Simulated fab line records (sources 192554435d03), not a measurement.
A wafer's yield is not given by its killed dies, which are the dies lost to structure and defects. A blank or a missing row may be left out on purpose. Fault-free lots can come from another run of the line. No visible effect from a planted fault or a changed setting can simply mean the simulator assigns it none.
fab line records + flow n5_finfet
record
- lots=9
- wafers=27
- last_day=19
route steps=1938 shown HKMG_FIN@445 GATE_CUT@466 BEOL_M4@1111
lots that met no fault: from a run of the same line without faults
start_h: hours from the record's first day to the start of the lot's first wafer shown + wait_h: time in hours since the lot's previous step + " as in the row above + L1.1+2: a single row standing in for several wafers + - no value, or no start given + * or withheld: withheld + < > ~ a bound
route shown NAME@n: NAME is a module with steps in the file, n the number in the route of the first one + usual: mean/standard deviation taken from wafers without a fault + same: alike in all rows + chamber/n: place in a boat + sites: readings site by site + _std_site: the values' standard deviation + _edge_site: inner sites' mean taken away from outer sites' mean + radius_mm: how far each site lies from the wafer's centre + mask NAME#n: copy n + behind: the last tool/chamber to shape the wafer + hold: cause of the lot's hold/its duration in hours/its outcome + device: names the non-switching transistor (n, p or np) + end of line: tests of these same wafers at the route's end + a step given without rows: its recipe and nothing more + killed: dies lost to structure and defects at the first sort, not the wafer's yield + map: per-die view of a wafer (x killed, . not killed, _ where there is no die)
set.NAME: the run value of the setting; set.NAME@STEP: its run value at that earlier step + model.NAME: the simulator's own value behind a step, which no gauge read
the route's steps for a sample of lots (tables are steps, rows are wafers)
services: the hour from which a tool's chamber was out of use, counted from the record's first day as start_h (under 0 if before that day), plus the number of hours and why
## steps
# step N5_HKMG_FIN_STRIP_89
# recipe
- chemistry=N2/H2
- material=SOC
- time_s=20
- power_w=500
- temp_c=40
- pressure_mtorr=50
- rf_frequency_hz=6e+07
- bias_power_w=8
- h2_frac=0.5
- n2_flow_sccm=300
- h2_flow_sccm=300
# usual
- drypump_motor_current_A=5.8/0.44
- n2_flow_sccm=300.0/0.92
- oes_product_au=0.81/0.091
- rf_vpp_V=54.1/0.99
- showerhead_plenum_p_Torr=3.38/0.14
- throttle_valve_pct=19.0/0.39
| lot.wafer | tool        | chamber | start_h | wait_h | drypump_motor_current_A | n2_flow_sccm | oes_product_au | rf_hours_counter_h | rf_vpp_V | showerhead_plenum_p_Torr | throttle_valve_pct |
|-----------|-------------|---------|---------|--------|-------------------------|--------------|----------------|--------------------|----------|--------------------------|--------------------|
| L829.2    | rie_diel-03 | 0       | 86.96   | 0.0    | 5.7                     | 297.7        | 0.72           | 205                | 53.8     | 3.18                     | 19.2               |
| L829.4    | "           | 1       | "       | "      | 5.9                     | 299.5        | 0.90           | 17                 | 55.6     | 3.41                     | 18.8               |
| L829.5    | "           | 1       | "       | "      | 5.9                     | 299.2        | 0.90           | -                  | 53.8     | 3.41                     | 18.8               |
| L831.2    | rie_diel-02 | 2       | 97.85   | 0.0    | 6.0                     | 300.6        | 0.85           | 94                 | 53.3     | 3.52                     | 18.8               |
| L831.4    | "           | 0       | "       | "      | 6.4                     | 299.9        | 0.74           | 146                | 52.7     | 3.24                     | 19.3               |
| L831.5    | "           | 2       | "       | "      | 6.0                     | 298.6        | 0.85           | -                  | 54.0     | 3.52                     | 18.8               |
| L836.2    | rie_diel-04 | 2       | 124.01  | 0.0    | 6.3                     | 300.6        | 0.71           | 198                | 55.1     | 3.19                     | 19.2               |
| L836.3    | "           | 3       | "       | "      | 5.3                     | 300.5        | 0.92           | 26                 | 54.3     | 3.28                     | 18.3               |
| L836.4    | "           | 1       | "       | "      | 6.3                     | 299.3        | 0.91           | 36                 | 54.0     | 3.42                     | 18.8               |
| L838.1    | rie_diel-04 | 0       | 136.09  | 0.0    | 6.3                     | 301.3        | 0.95           | 10                 | 54.8     | 3.29                     | 18.6               |
| L838.2    | "           | 2       | "       | "      | 6.3                     | 298.2        | 0.71           | 202                | 54.0     | 3.19                     | 19.2               |
| L838.4    | "           | 1       | "       | "      | 6.3                     | 301.4        | 0.91           | 40                 | 52.4     | 3.42                     | 18.8               |
| L839.2    | rie_diel-04 | 0       | 147.47  | 0.0    | 6.3                     | 299.0        | 0.94           | 14                 | 53.9     | 3.28                     | 18.6               |
| L839.4    | "           | 1       | "       | "      | 6.3                     | 299.8        | 0.91           | 43                 | 54.9     | 3.42                     | 18.8               |
| L839.6    | "           | 3       | "       | "      | 5.3                     | 301.4        | 0.90           | -                  | 53.2     | 3.28                     | 18.3               |
| L840.3    | rie_diel-02 | 0       | 159.30  | 0.0    | 6.4                     | 299.8        | 0.72           | 169                | 52.8     | 3.23                     | 19.4               |
| L840.4    | "           | 2       | "       | "      | 6.0                     | 300.2        | 0.81           | 117                | 52.9     | 3.51                     | 18.9               |
| L840.5    | "           | 0       | "       | "      | 6.4                     | 299.4        | 0.72           | -                  | 52.8     | 3.22                     | 19.4               |
| L842.2    | rie_diel-03 | 3       | 165.89  | 0.0    | 5.4                     | 299.6        | 0.84           | 37                 | 53.2     | 3.56                     | 18.7               |
| L842.3    | "           | 1       | "       | "      | 5.9                     | 300.6        | 0.85           | 48                 | 55.3     | 3.39                     | 18.9               |
| L842.5    | "           | 1       | "       | "      | 5.9                     | 301.4        | 0.85           | -                  | 54.7     | 3.39                     | 18.8               |
| L850.1    | rie_diel-03 | 1       | 209.85  | 0.0    | 5.9                     | 299.2        | 0.81           | 69                 | 54.2     | 3.38                     | 18.9               |
| L850.4    | "           | 2       | "       | "      | 5.1                     | 299.2        | 0.69           | 212                | 53.4     | 3.35                     | 19.8               |
| L850.5    | "           | 1       | "       | "      | 5.9                     | 298.9        | 0.82           | -                  | 54.8     | 3.38                     | 18.9               |
| L851.1    | rie_diel-04 | 2       | 225.90  | 0.0    | 6.4                     | 301.0        | 0.71           | 218                | 53.4     | 3.18                     | 19.2               |
| L851.3    | "           | 3       | "       | "      | 5.4                     | 299.3        | 0.89           | 47                 | 54.1     | 3.27                     | 18.3               |
| L851.6    | "           | 0       | "       | "      | 6.3                     | 297.8        | 0.90           | -                  | 55.2     | 3.28                     | 18.6               |
# step N5_GATE_CUT_ETCH_56
# recipe
- chemistry=Cl2/Ar
- target=TiN
- target_depth_a=216
- pressure_mtorr=10
- icp_w=600
- bias_w=60
- Cl2_flow_sccm=40
- Ar_flow_sccm=60
# usual
- drypump_motor_current_A=5.8/0.32
- oes_product_au=0.79/0.12
- rf_fwd_power_W=596.3/2.1
- throttle_valve_pct=20.74/0.28
| lot.wafer | tool         | chamber | start_h | wait_h | drypump_motor_current_A | oes_product_au | rf_fwd_power_W | rf_hours_counter_h | throttle_valve_pct |
|-----------|--------------|---------|---------|--------|-------------------------|----------------|----------------|--------------------|--------------------|
| L829.2    | rie_metal-03 | 1       | 90.12   | 0.1    | 6.2                     | 0.62           | 590.7          | 119                | 20.91              |
| L829.4    | "            | 1       | "       | "      | 6.2                     | 0.62           | 593.7          | -                  | 20.94              |
| L829.5    | "            | 1       | "       | "      | 6.2                     | 0.62           | 595.2          | -                  | 20.94              |
| L831.2    | rie_metal-02 | 0       | 101.11  | 0.1    | 5.9                     | 0.81           | 593.7          | 24                 | 20.37              |
| L831.4    | "            | 1       | "       | "      | 5.6                     | 0.95           | 597.6          | -                  | 20.60              |
| L831.5    | "            | 0       | "       | "      | 5.9                     | 0.81           | 595.5          | -                  | 20.38              |
| L836.2    | rie_metal-02 | 0       | 127.24  | 0.1    | 5.9                     | 0.80           | 593.3          | 26                 | 20.37              |
| L836.3    | "            | 1       | "       | "      | 5.6                     | 0.94           | 595.3          | -                  | 20.58              |
| L836.4    | "            | 0       | "       | "      | 5.9                     | 0.81           | 594.5          | -                  | 20.37              |
| L838.1    | rie_metal-01 | 1       | 139.36  | 0.1    | 5.1                     | 0.82           | 597.5          | 31                 | 20.68              |
| L838.2    | "            | 0       | "       | "      | 5.8                     | 0.62           | 596.4          | 120                | 21.26              |
| L838.4    | "            | 1       | "       | "      | 5.2                     | 0.82           | 592.1          | -                  | 20.70              |
| L839.2    | rie_metal-02 | 1       | 150.65  | 0.1    | 5.6                     | 0.80           | 448.8          | 6                  | 20.71              |
| L839.4    | "            | 0       | "       | "      | 5.9                     | 0.80           | 597.2          | -                  | 20.35              |
| L839.6    | "            | 0       | "       | "      | 5.9                     | 0.81           | 597.4          | -                  | 20.36              |
| L840.3    | rie_metal-03 | 1       | 162.66  | 0.1    | 6.2                     | 0.61           | 597.6          | -                  | 20.95              |
| L840.4    | "            | 0       | "       | "      | 6.0                     | 0.87           | 597.6          | -                  | 20.87              |
| L840.5    | "            | 0       | "       | "      | 6.0                     | 0.87           | 595.2          | -                  | 20.87              |
| L842.2    | rie_metal-02 | 0       | 169.37  | 0.1    | 5.9                     | 0.79           | 594.4          | 31                 | 20.36              |
| L842.3    | "            | 1       | "       | "      | 5.6                     | 0.78           | 451.3          | -                  | 20.73              |
| L842.5    | "            | 1       | "       | "      | 5.6                     | 0.78           | 453.8          | -                  | 20.73              |
| L850.1    | rie_metal-01 | 0       | 213.08  | 0.1    | 5.8                     | 0.60           | 594.8          | 126                | 21.28              |
| L850.4    | "            | 0       | "       | "      | 5.8                     | 0.60           | 595.9          | -                  | 21.27              |
| L850.5    | "            | 0       | "       | "      | 5.8                     | 0.60           | 594.1          | -                  | 21.28              |
| L851.1    | rie_metal-01 | 1       | 229.31  | 0.2    | 5.1                     | 0.79           | 596.6          | 37                 | 20.72              |
| L851.3    | "            | 1       | "       | "      | 5.1                     | 0.79           | 598.8          | -                  | 20.71              |
| L851.6    | "            | 1       | "       | "      | 5.1                     | 0.79           | 597.8          | -                  | 20.71              |
# step N5_GATE_CUT_ETCHBACK_30
# recipe
- chemistry=Cl2/Ar
- target=TiN
- target_depth_a=30
- mode=isotropic
- pressure_mtorr=10
- icp_w=600
- bias_w=60
- Cl2_flow_sccm=40
- Ar_flow_sccm=60
# usual
- drypump_motor_current_A=5.8/0.32
- oes_product_au=0.79/0.12
- throttle_valve_pct=20.74/0.28
| lot.wafer | tool         | chamber | start_h | wait_h | drypump_motor_current_A | oes_product_au | rf_hours_counter_h | throttle_valve_pct |
|-----------|--------------|---------|---------|--------|-------------------------|----------------|--------------------|--------------------|
| L829.2    | rie_metal-03 | 1       | 90.21   | 0.1    | 6.1                     | 0.62           | 119                | 20.91              |
| L829.4    | "            | 1       | "       | "      | 6.2                     | 0.62           | -                  | 20.95              |
| L829.5    | "            | 1       | "       | "      | 6.1                     | 0.61           | -                  | 20.94              |
| L831.2    | rie_metal-02 | 0       | 101.20  | 0.1    | 5.9                     | 0.82           | 24                 | 20.35              |
| L831.4    | "            | 1       | "       | "      | 5.6                     | 0.96           | -                  | 20.57              |
| L831.5    | "            | 0       | "       | "      | 5.9                     | 0.81           | -                  | 20.35              |
| L836.2    | rie_metal-02 | 0       | 127.33  | 0.1    | 5.9                     | 0.81           | 26                 | 20.36              |
| L836.3    | "            | 1       | "       | "      | 5.6                     | 0.94           | -                  | 20.58              |
| L836.4    | "            | 0       | "       | "      | 5.9                     | 0.81           | -                  | 20.36              |
| L838.1    | rie_metal-01 | 1       | 139.45  | 0.1    | 5.1                     | 0.82           | 31                 | 20.70              |
| L838.2    | "            | 0       | "       | "      | 5.8                     | 0.61           | 120                | 21.26              |
| L838.4    | "            | 1       | "       | "      | 5.1                     | 0.81           | -                  | 20.69              |
| L839.2    | rie_metal-02 | 1       | 150.74  | 0.1    | 5.6                     | 0.91           | 6                  | 20.62              |
| L839.4    | "            | 0       | "       | "      | 5.9                     | 0.80           | -                  | 20.39              |
| L839.6    | "            | 0       | "       | "      | 5.9                     | 0.80           | -                  | 20.37              |
| L840.3    | rie_metal-03 | 1       | 162.73  | 0.0    | 6.2                     | 0.60           | -                  | 20.95              |
| L840.4    | "            | 0       | "       | "      | 6.0                     | 0.87           | -                  | 20.88              |
| L840.5    | "            | 0       | "       | "      | 6.0                     | 0.87           | -                  | 20.88              |
| L842.2    | rie_metal-02 | 0       | 169.46  | 0.1    | 5.9                     | 0.80           | 31                 | 20.37              |
| L842.3    | "            | 1       | "       | "      | 5.6                     | 0.90           | -                  | 20.59              |
| L842.5    | "            | 1       | "       | "      | 5.6                     | 0.90           | -                  | 20.61              |
| L850.1    | rie_metal-01 | 0       | 213.17  | 0.1    | 5.8                     | 0.60           | 126                | 21.29              |
| L850.4    | "            | 0       | "       | "      | 5.8                     | 0.60           | -                  | 21.27              |
| L850.5    | "            | 0       | "       | "      | 5.8                     | 0.60           | -                  | 21.28              |
| L851.1    | rie_metal-01 | 1       | 229.49  | 0.1    | 5.1                     | 0.78           | 37                 | 20.70              |
| L851.3    | "            | 1       | "       | "      | 5.1                     | 0.78           | -                  | 20.72              |
| L851.6    | "            | 1       | "       | "      | 5.1                     | 0.78           | -                  | 20.73              |
# step N5_GATE_CUT_SAC_CAP_01
# recipe
- material=SiNx
- target_thk_a=240
- temp_c=400
- ald_precursor_family=SiH2I2
- ald_co_reactant=N2/H2-plasma
- pulse_time_s=1
- ald_cycles=480
- purge_time_s=2
- co_reactant_purge_time_s=2
- pressure_torr=2
# usual
- heater_power_outer_w=522/57
- heater_power_w=834/91
- precursor_pulse_height_rel=1.002/0.019
| lot.wafer | tool       | chamber | start_h | wait_h | heater_power_outer_w | heater_power_w | precursor_pulse_height_rel |
|-----------|------------|---------|---------|--------|----------------------|----------------|----------------------------|
| L829.2    | ald_sin-04 | 0       | 91.17   | 0.0    | 469                  | 782            | 1.031                      |
| L829.4    | "          | 2       | "       | "      | 597                  | 961            | 1.002                      |
| L829.5    | "          | 0       | 92.25   | 1.1    | 456                  | 772            | 1.014                      |
| L831.2    | ald_sin-04 | 3       | 101.61  | 0.0    | 541                  | 902            | 1.004                      |
| L831.4    | "          | 1       | "       | "      | 523                  | 810            | 0.998                      |
| L831.5    | "          | 3       | 102.69  | 1.1    | 533                  | 936            | 1.006                      |
| L836.2    | ald_sin-03 | 2       | 127.73  | 0.0    | 438                  | 671            | 1.009                      |
| L836.3    | "          | 3       | "       | "      | 546                  | 815            | 0.982                      |
| L836.4    | "          | 1       | "       | "      | 448                  | 742            | 0.988                      |
| L838.1    | ald_sin-04 | 0       | 139.85  | 0.0    | 479                  | 782            | 1.010                      |
| L838.2    | "          | 1       | "       | "      | 533                  | 806            | 0.988                      |
| L838.4    | "          | 2       | "       | "      | 605                  | 938            | 1.004                      |
| L839.2    | ald_sin-03 | 0       | 151.31  | 0.2    | 621                  | 911            | 0.988                      |
| L839.4    | "          | 2       | "       | "      | 446                  | 703            | 0.980                      |
| L839.6    | "          | 2       | 152.39  | 1.3    | 449                  | 691            | 1.063                      |
| L840.3    | ald_sin-03 | 0       | 163.12  | 0.0    | 612                  | 951            | 1.001                      |
| L840.4    | "          | 1       | "       | "      | 447                  | 736            | 1.009                      |
| L840.5    | "          | 3       | 164.21  | 1.1    | 545                  | 807            | 1.012                      |
| L842.2    | ald_sin-04 | 0       | 169.91  | 0.0    | 471                  | 789            | 0.987                      |
| L842.3    | "          | 3       | "       | "      | 528                  | 900            | 1.014                      |
| L842.5    | "          | 1       | 170.99  | 1.1    | 521                  | 809            | 1.005                      |
| L850.1    | ald_sin-04 | 2       | 213.89  | 0.0    | 606                  | 970            | 0.984                      |
| L850.4    | "          | 2       | 214.98  | 1.1    | 605                  | 960            | 0.981                      |
| L850.5    | "          | 1       | "       | "      | 536                  | 793            | 0.972                      |
| L851.1    | ald_sin-02 | 0       | 229.95  | 0.0    | 549                  | 893            | 1.017                      |
| L851.3    | "          | 3       | "       | "      | 432                  | 691            | 1.006                      |
| L851.6    | "          | 3       | 231.04  | 1.1    | 427                  | 682            | 1.030                      |
# step N5_BEOL_M4_RC_MEAS_101
# usual
- DIBL_N=36.3/1.9
- DIBL_P=36.0/2.1
- IOFF_N=0.16/0.031
- IOFF_P=0.21/0.035
- ION_N=675/14
- ION_P=464/8.5
- SS_N=71.5/0.6
- SS_P=73.3/0.72
- VT_N=250/3.2
- VT_P=-250/3.1
| lot.wafer | tool      | chamber | start_h | wait_h | DIBL_N[mV/V] | DIBL_P[mV/V] | IOFF_N[nA/um] | IOFF_P[nA/um] | ION_N[uA/um] | ION_P[uA/um] | SS_N[mV/dec] | SS_P[mV/dec] | VT_N[mV] | VT_P[mV] |
|-----------|-----------|---------|---------|--------|--------------|--------------|---------------|---------------|--------------|--------------|--------------|--------------|----------|----------|
| L829.2    | prober-02 | 0       | 173.52  | 0.2    | 33.9         | 34.2         | 0.12          | 0.18          | 658          | 458          | 71.0         | 72.4         | 252      | -251     |
| L829.4    | "         | 0       | "       | "      | 36.2         | 36.9         | 0.16          | 0.23          | 668          | 462          | 71.5         | 73.3         | 250      | -248     |
| L829.5    | "         | 0       | "       | "      | 35.7         | 35.3         | 0.14          | 0.21          | 656          | 454          | 70.8         | 72.4         | 252      | -249     |
| L831.2    | prober-01 | 0       | 183.01  | 0.2    | 34.5         | 36.0         | 0.14          | 0.19          | 691          | 475          | 70.4         | 73.7         | 249      | -252     |
| L831.4    | "         | 0       | "       | "      | 34.5         | 36.8         | 0.14          | 0.20          | 673          | 464          | 70.9         | 74.3         | 251      | -250     |
| L831.5    | "         | 0       | "       | "      | 39.1         | 41.7         | 0.24          | 0.29          | 698          | 470          | 71.9         | 74.9         | 242      | -247     |
| L836.2    | prober-01 | 0       | 202.23  | 0.2    | 33.6         | 31.7         | 0.10          | 0.16          | 667          | 464          | 70.8         | 71.8         | 257      | -254     |
| L836.3    | "         | 0       | "       | "      | 36.4         | 35.0         | 0.14          | 0.21          | 675          | 462          | 72.4         | 72.9         | 252      | -248     |
| L836.4    | "         | 0       | "       | "      | 35.0         | 34.1         | 0.12          | 0.20          | 663          | 462          | 70.9         | 72.1         | 255      | -249     |
| L838.1    | prober-01 | 0       | 214.27  | 0.0    | 35.1         | 35.4         | 0.14          | 0.20          | 681          | 474          | 71.3         | 72.9         | 250      | -250     |
| L838.2    | "         | 0       | "       | "      | 34.2         | 34.7         | 0.13          | 0.19          | 668          | 459          | 71.3         | 73.1         | 254      | -251     |
| L838.4    | "         | 0       | "       | "      | 34.3         | 32.9         | 0.11          | 0.15          | 656          | 449          | 71.3         | 72.6         | 259      | -254     |
| L842.2    | prober-01 | 0       | 285.25  | 0.2    | 37.7         | 35.8         | 0.17          | 0.22          | 691          | 473          | 72.6         | 73.5         | 248      | -246     |
| L842.3    | "         | 0       | "       | "      | 36.4         | 34.5         | 0.15          | 0.19          | 675          | 462          | 72.1         | 72.9         | 250      | -251     |
| L842.5    | "         | 0       | "       | "      | 37.2         | 34.4         | 0.16          | 0.19          | 676          | 460          | 72.3         | 72.9         | 251      | -251     |
| L839.2    | prober-01 | 0       | 295.61  | 0.2    | 38.0         | 36.9         | 0.18          | 0.25          | 688          | 464          | 71.5         | 73.6         | 248      | -250     |
| L839.4    | "         | 0       | "       | "      | 39.8         | 38.6         | 0.22          | 0.28          | 686          | 470          | 72.1         | 74.4         | 247      | -246     |
| L839.6    | "         | 0       | "       | "      | 36.5         | 34.7         | 0.15          | 0.21          | 667          | 458          | 71.7         | 72.7         | 251      | -250     |
| L850.1    | prober-02 | 0       | 324.58  | 0.0    | 35.8         | 36.4         | 0.15          | 0.23          | 676          | 469          | 72.4         | 73.1         | 251      | -249     |
| L850.4    | "         | 0       | "       | "      | 34.3         | 34.6         | 0.13          | 0.19          | 673          | 465          | 71.7         | 72.1         | 253      | -250     |
| L850.5    | "         | 0       | "       | "      | 36.3         | 36.0         | 0.15          | 0.21          | 676          | 465          | 72.0         | 72.5         | 251      | -249     |
| L840.3    | prober-01 | 0       | 326.96  | 0.3    | 36.0         | 36.1         | 0.17          | 0.25          | 686          | 473          | 71.2         | 72.8         | 246      | -243     |
| L840.4    | "         | 0       | "       | "      | 35.6         | 35.3         | 0.16          | 0.23          | 681          | 468          | 71.7         | 72.9         | 247      | -249     |
| L840.5    | "         | 0       | "       | "      | 36.2         | 35.1         | 0.17          | 0.22          | 678          | 467          | 71.7         | 73.2         | 247      | -248     |
| L851.1    | prober-01 | 0       | 340.67  | 0.0    | 36.2         | 36.7         | 0.15          | 0.21          | 668          | 460          | 71.1         | 73.1         | 250      | -249     |
| L851.3    | "         | 0       | "       | "      | 36.5         | 36.7         | 0.15          | 0.21          | 668          | 458          | 70.7         | 73.2         | 251      | -248     |
| L851.6    | "         | 0       | "       | "      | 36.9         | 37.3         | 0.16          | 0.21          | 665          | 457          | 71.4         | 74.1         | 251      | -250     |
## services
| tool         | chamber | start_h | hours | kind   |
|--------------|---------|---------|-------|--------|
| ald_sin-03   | -       | 85.52   | 14.0  | pm     |
| rie_diel-04  | 1       | 98.25   | 7.9   | repair |
| rie_diel-04  | -       | 101.94  | 0.2   | repair |
| rie_diel-03  | 2       | 103.38  | 6.4   | repair |
| rie_diel-03  | 0       | 107.48  | 11.9  | repair |
| rie_diel-04  | 0       | 111.02  | 1.2   | repair |
| ald_sin-03   | -       | 111.24  | 6.0   | pm     |
| rie_metal-01 | -       | 127.81  | 0.4   | repair |
| rie_metal-01 | 1       | 141.82  | 15.0  | repair |
| rie_metal-02 | -       | 144.10  | 1.1   | repair |
| ald_sin-03   | -       | 157.30  | 0.3   | repair |
| ald_sin-02   | 1       | 160.35  | 15.6  | repair |
| rie_diel-02  | 1       | 162.01  | 21.4  | repair |
| rie_metal-02 | -       | 165.01  | 0.2   | repair |
| ald_sin-04   | 3       | 173.31  | 5.0   | repair |
| ald_sin-02   | -       | 176.75  | 14.0  | pm     |
| rie_diel-02  | 3       | 179.16  | 26.0  | repair |
| rie_diel-04  | -       | 181.13  | 14.6  | pm     |
| rie_metal-03 | 1       | 192.54  | 5.3   | repair |
| rie_metal-03 | -       | 204.44  | 0.5   | repair |
| rie_metal-02 | -       | 205.98  | 2.8   | pm     |
| ald_sin-03   | 3       | 213.18  | 5.4   | repair |
| rie_metal-01 | 0       | 227.38  | -     | clean  |
| ald_sin-02   | 1       | 227.41  | 8.0   | repair |
## key
first_sign
- step=N5_GATE_CUT_ETCH_56
- reading=rf_fwd_power_W
- direction=down
- sigmas=68
- usual=*
- struck=*
effect none on later readings
met_at N5_GATE_CUT_ETCH_56
struck_lots L839,L842
struck_wafers L839.2,L842.3,L842.5
not_acting_at N5_HKMG_FIN_STRIP_89,N5_GATE_CUT_ETCHBACK_30,N5_GATE_CUT_SAC_CAP_01
onset_between 127.24 150.65
fault
- kind=process_parameter_drift
- tool=rie_metal-02
- chamber=1
- onset_h=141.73
- steps=N5_GATE_CUT_ETCH_56
- channel=icp_w
- offset=-144
- shape=step
- end_h=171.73
- acts_in=these_recipes_only
- stated=600
